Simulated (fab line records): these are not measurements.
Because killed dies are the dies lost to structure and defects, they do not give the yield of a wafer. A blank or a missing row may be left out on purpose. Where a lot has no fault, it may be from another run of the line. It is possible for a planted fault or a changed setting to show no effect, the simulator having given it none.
Which tool was responsible?    flow n5Finfet    Sampling: 11 lots, 33 wafers, 2 of 1938 route steps

## WHAT THE GAUGES SHOWED, per wafer
N5_BEOL_M9_OCD_MEAS_38.
lot   measured      on      trenchDepthNm (nm)
L607  day 9 09:04   ocd-01  151.0 150.2 151.6
L609  day 9 23:41   ocd-02  152.6 146.8 152.1
L612  day 10 06:59  ocd-01  146.0 145.7 151.5
L610  day 10 07:10  ocd-01  150.7 153.1 151.8
L611  day 10 09:06  ocd-02  153.3 146.5 146.5
L614  day 11 00:20  ocd-02  150.7 148.5 150.5
L615  day 11 08:31  ocd-01  155.4 150.0 154.8
L617  day 11 23:23  ocd-02  151.1 149.5 151.6
L627  day 14 17:57  ocd-01  149.1 153.1 152.5
L629  day 15 06:18  ocd-02  151.2 154.5 145.7
L630  day 15 10:58  ocd-01  151.9 151.2 152.1

## TOOL THAT RAN EACH LOT (tool first, then ch and the chambers of the sampled wafers, then the start)
lot   N5_BEOL_M9_ETCH_76
L607  rieDiel-02 ch 1,2,3, day 9 08:38
L609  rieDiel-05 ch 0,2,3, day 9 23:16
L612  rieDiel-05 ch 1,2,3, day 10 06:34
L610  rieDiel-04 ch 1,2, day 10 06:45
L611  rieDiel-05 ch 0,1,2, day 10 08:41
L614  rieDiel-02 ch 1,2,3, day 10 23:55
L615  rieDiel-04 ch 1,3, day 11 08:06
L617  rieDiel-02 ch 0,3, day 11 22:58
L627  rieDiel-04 ch 1,2,3, day 14 17:31
L629  rieDiel-05 ch 0,2,3, day 15 05:52
L630  rieDiel-05 ch 0,1, day 15 10:33
- N5_BEOL_M9_ETCH_76: etches underlayer in N2/H2, target depth 6.5 nm, time 5.2 s.

## THE ANSWER, worked out from the rows above alone
Rule: usual is defined by the lots themselves. The widest of any qualifying gaps counts: lots, ordered by their means at a reading, are off when they make up no more than a third of the lots, leave a main group of 4 or more, and stand apart from it by 3 or more times the standard deviation of that group's means. A main group whose means are all the same, to the digits that the tables above print for the reading, isn't used. Also off: a lot with no number at a reading for which 4 or more lots have one. The other lots that the step has rows for count as sound.
None of the lots is off at any reading shown; this tells nothing.

## WHAT THE SIMULATOR HAD INSERTED
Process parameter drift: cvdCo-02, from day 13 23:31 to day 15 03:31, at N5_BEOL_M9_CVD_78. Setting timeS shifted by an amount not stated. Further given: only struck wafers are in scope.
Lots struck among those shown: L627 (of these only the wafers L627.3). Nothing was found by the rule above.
